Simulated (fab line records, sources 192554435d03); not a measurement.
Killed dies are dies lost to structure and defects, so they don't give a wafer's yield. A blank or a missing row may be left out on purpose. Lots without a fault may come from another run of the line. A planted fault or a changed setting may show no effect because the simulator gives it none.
Split-lot experiment | flow n5_finfet | 7 lots, 39 wafers read, on a route of 1938 steps

THE SPLIT
At N5_PMOS_HMC_CHANNEL_EPI_FIN_RECESS_16 (chemistry HBr/Cl2, target Si, target depth 54 nm, time 18 s), the setting time_s was moved away from the recipe's 18 s on 12 of the 39 wafers read, by -7.1% to +3.7%. The other wafers ran this setting at the recipe's value.

FROM THE SPLIT TO THE READING: what the file shows between them, 4 steps
- N5_PMOS_HMC_CHANNEL_EPI_PRECLEAN_36: cleans in O3/DIW, time 45 s
- N5_PMOS_HMC_CHANNEL_EPI_PRECLEAN_18: cleans in DHF, time 30 s
- N5_PMOS_HMC_CHANNEL_EPI_SRD_39: time 30 s
- N5_PMOS_HMC_CHANNEL_EPI_CMP_21: polishes SiGe30, target thk 54 nm

THE READING
HMC_CMP_THK, in nm, at N5_PMOS_HMC_CHANNEL_EPI_THK_MEAS_22. Fault-free wafers of this fab line usually give 53.3 nm, standard deviation 0.67 nm.

wafer  | tool, chamber at the split | time_s as run, s | against the recipe | HMC_CMP_THK, nm | against lot-mates on the recipe
L075.1 | rie_si-02, 0               | 18               | recipe             | 53.7            | -
L075.2 | rie_si-02, 1               | 18               | recipe             | 54.5            | -
L075.3 | rie_si-02, 2               | 18               | recipe             | 53.0            | -
L075.4 | rie_si-02, 3               | 18               | recipe             | 54.4            | -
L075.5 | rie_si-02, 3               | 18               | recipe             | 54.1            | -
L075.6 | rie_si-02, 0               | 18               | recipe             | 53.7            | -
L078.1 | rie_si-02, 0               | 18               | recipe             | 53.5            | -
L078.2 | rie_si-02, 3               | 18               | recipe             | 54.1            | -
L078.3 | rie_si-02, 1               | 16.72            | -7.1%              | 51.0            | -3.1
L078.4 | rie_si-02, 2               | 16.72            | -7.1%              | 49.6            | -4.5
L078.5 | rie_si-02, 2               | 16.72            | -7.1%              | 49.5            | -4.6
L078.6 | rie_si-02, 3               | 18               | recipe             | 54.8            | -
L082.1 | rie_si-03, 2               | 18               | recipe             | 53.3            | -
L082.2 | rie_si-03, 1               | 18               | recipe             | 52.7            | -
L082.3 | rie_si-03, 0               | 18               | recipe             | 52.7            | -
L082.4 | rie_si-03, 1               | 18               | recipe             | 53.0            | -
L082.5 | rie_si-03, 2               | 18               | recipe             | 53.0            | -
L082.6 | rie_si-03, 0               | 18               | recipe             | 53.1            | -
L088.1 | rie_si-01, 0               | 18               | recipe             | 53.2            | -
L088.2 | rie_si-01, 3               | 17.43            | -3.2%              | 52.2            | -1.0
L088.3 | rie_si-01, 1               | 18               | recipe             | 52.8            | -
L088.4 | rie_si-01, 2               | 17.43            | -3.2%              | 52.3            | -0.9
L088.5 | rie_si-01, 1               | 17.43            | -3.2%              | 50.9            | -2.3
L088.6 | rie_si-01, 0               | 18               | recipe             | 53.5            | -
L090.1 | rie_si-02, 1               | 17.49            | -2.8%              | 52.1            | -0.9
L090.2 | rie_si-02, 0               | 18               | recipe             | 52.9            | -
L090.3 | rie_si-02, 2               | 18               | recipe             | 52.6            | -
L090.4 | rie_si-02, 3               | 17.49            | -2.8%              | 52.7            | -0.3
L090.5 | rie_si-02, 1               | 18               | recipe             | 53.4            | -
L090.6 | rie_si-02, 0               | 17.49            | -2.8%              | 51.5            | -1.5
L092.1 | rie_si-02, 0               | 18.67            | +3.7%              | 54.2            | +1.5
L092.2 | rie_si-02, 2               | 18               | recipe             | 52.4            | -
L092.3 | rie_si-02, 3               | 18.67            | +3.7%              | 55.6            | +2.9
L092.4 | rie_si-02, 1               | 18               | recipe             | 53.1            | -
L092.5 | rie_si-02, 1               | 18.67            | +3.7%              | 55.1            | +2.4
L092.6 | rie_si-02, 0               | 18               | recipe             | 52.6            | -
L094.2 | rie_si-02, 0               | 18               | recipe             | 53.0            | -
L094.3 | rie_si-02, 2               | 18               | recipe             | 52.9            | -
L094.6 | rie_si-02, 2               | 18               | recipe             | 52.5            | -

THE FIT
A straight line over all 39 wafers: HMC_CMP_THK changes by +0.454 nm for each +1% of time_s; r = +0.87; the points scatter about the line by 0.64 nm.
The same after taking each lot's own level away (the mean of its wafers on the recipe; 39 wafers): +0.547 nm for each +1%; r = +0.93; scatter 0.52 nm.
On that fit, the largest move of time_s shifts the reading by 3.9 nm.
The lots' own levels span 52.70 to 54.13 nm, that is 2.1 times the standard deviation above.
So the lot-to-lot level changes the slope: the two fits differ.
Check: with one of the wafers moved furthest among these (-7.1%) left out of the fit, the line predicts -3.99 nm for it against its lot-mates. It came out at -3.13 nm against them.

THE WHOLE CHAIN: every reading that the file lists as answering this split, in the file's order
step                                  | what it does                                                | reading                                                                                | change (the file's fit)              | r (the file's)
N5_PMOS_HMC_CHANNEL_EPI_FIN_RECESS_16 | chemistry HBr/Cl2, target Si, target depth 54 nm, time 18 s | etch.depth_nm (the simulator's own value, which no gauge read)                         | +0.54 nm for each +1% of the setting | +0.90
N5_PMOS_HMC_CHANNEL_EPI_FIN_RECESS_16 | chemistry HBr/Cl2, target Si, target depth 54 nm, time 18 s | PMOS_HMC_CHANNEL_EPI.feature_depth_nm (the simulator's own value, which no gauge read) | +0.54 nm for each +1% of the setting | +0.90
N5_PMOS_HMC_CHANNEL_EPI_THK_MEAS_22   |                                                             | HMC_CMP_THK                                                                            | +0.539 for each +1% of the setting   | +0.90

THE FILE'S OWN FIT
HMC_CMP_THK changes by +0.539 nm for each +1% of time_s, r = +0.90.
